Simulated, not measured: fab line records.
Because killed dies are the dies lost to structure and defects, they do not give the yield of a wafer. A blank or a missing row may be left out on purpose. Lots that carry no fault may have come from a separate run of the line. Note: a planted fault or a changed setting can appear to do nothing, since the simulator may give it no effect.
Struck lot and sound lot, side by side ; flow n5_finfet ; 15 steps out of a route of 1938
Sound: these wafers, L953.1, L953.2, L953.6. Struck: wafers L955.1, L955.6 (left out: L955.2, a lot-mate that was not struck); the cause follows at the end.
Each step with rows lists, per side, the tool, then ch with its chambers, then its first start. Under that, the readings that differ: sound wafers ; struck wafers ; difference of the means ; sigmas: that difference in standard deviations of wafers without a fault.
alike: readings with means less than 2 such deviations apart, plus words and numbers identical on both sides. not compared: withheld readings, readings lacking a value on some wafer, bounds such as >300 that could conceal the same value, and numbers that have no deviation in the record and whose values overlap.
Wherever a step has rows on one side only, a row that says differs or no value, or a row with sigmas, the two part there. When numbers do not overlap yet have no deviation, they are printed without sigmas and do not part them. A reading that every wafer of one side lacks parts them only if that side has two wafers or more.

first, 1 step without rows for these wafers: N5_BEOL_M6_STRIP_80 (strips in N2/H2, time 10 s).
N5_BEOL_M6_OCD_MEAS_38:
  sound on ocd-02, day 8 17:26; struck on ocd-01, day 9 04:37
  alike: trench_depth_nm
then, 4 steps without rows for these wafers: N5_BEOL_M6_HM_STRIP_39 (strips TiN in peroxide tin strip, target depth 25 nm, time 158 s); N5_BEOL_M6_SRD_40 (time 30 s); N5_BEOL_M6_PRECLEAN_42 (cleans in residue remover, time 60 s); N5_BEOL_M6_SRD_43 (time 30 s).
N5_BEOL_M6_CD_MEAS_35: target cd 40 nm, target cd y 28 nm.
  sound on cd_sem-03, day 8 17:35; struck on cd_sem-02, day 9 04:46
  alike: cd_nm
then, 1 step without rows for these wafers: N5_BEOL_M6_CURE_75 (cures SiCOH lowk, time 120 s).
N5_BEOL_M6_DEGAS_44: time 60 s.
  sound on pvd_sputter-01, day 8 17:58; struck on pvd_sputter-03, day 9 05:28
  alike: heater_power_w
N5_BEOL_M6_PRE_CLEAN_45: time 30 s.
  sound on pvd_sputter-01, day 8 18:01; struck on pvd_sputter-03, day 9 05:31
  alike: heater_power_w
N5_BEOL_M6_ALD_77: deposits TaN, target thk 2 nm, pulse time 2 s, purge time 3 s.
  sound on ald_metal-02 ch 1,2,3, day 8 18:04; struck on ald_metal-03 ch 0,1, day 9 05:34
  alike: heater_power_w
N5_BEOL_M6_SURFACE_TREAT_79:
  sound on pvd_sputter-01, day 8 19:59; struck on pvd_sputter-03, day 9 06:05
  not compared: throttle_valve_pct
N5_BEOL_M6_CVD_78: deposits Co from CCTBA/H2, target thk 2 nm, time 142.3 s.
  sound on cvd_co-01 ch 0,1, day 8 20:10; struck on cvd_co-01 ch 2, day 9 06:30
reading;sound;struck;difference;sigmas
run_length_s (s);164.7 166.0 164.4;169.9 170.2;+5.0;+10
N5_BEOL_M6_SPUTTER_48: material Cu, target thk 10 nm, time 1.667 s.
  sound on pvd_sputter-03, day 8 20:16; struck on pvd_sputter-03, day 9 06:40
  alike: throttle_valve_pct
-- a jump in the record: the struck wafers' starts before and after are 4 days apart (it breaks off in module BEOL_M6 and resumes in module PASSIVATION, where the first step shown is number 1936 of the route) --
N5_PASSIVATION_PROBE_49:
  sound on prober-01, day 12 04:47; struck on prober-01, day 12 20:57
  alike: defect_limited_yield, killed_at_M0_to_M3, killed_at_M4_up, killed_at_contacts, killed_at_front_end, killed_at_other, killed_dies, killed_open, killed_short, sort_bin_5_function, sort_bin_6_memory, sort_bin_8_speed, sort_n_pass

== WHERE THEY PART ==
At N5_BEOL_M6_CVD_78 and nowhere else, as far as this record goes. Later steps at which nothing parts them and some readings are alike: N5_BEOL_M6_SPUTTER_48, N5_PASSIVATION_PROBE_49.

WHY: what had been put in by the simulator
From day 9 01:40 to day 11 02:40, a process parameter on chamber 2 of cvd_co-01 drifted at N5_BEOL_M6_CVD_78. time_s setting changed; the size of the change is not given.
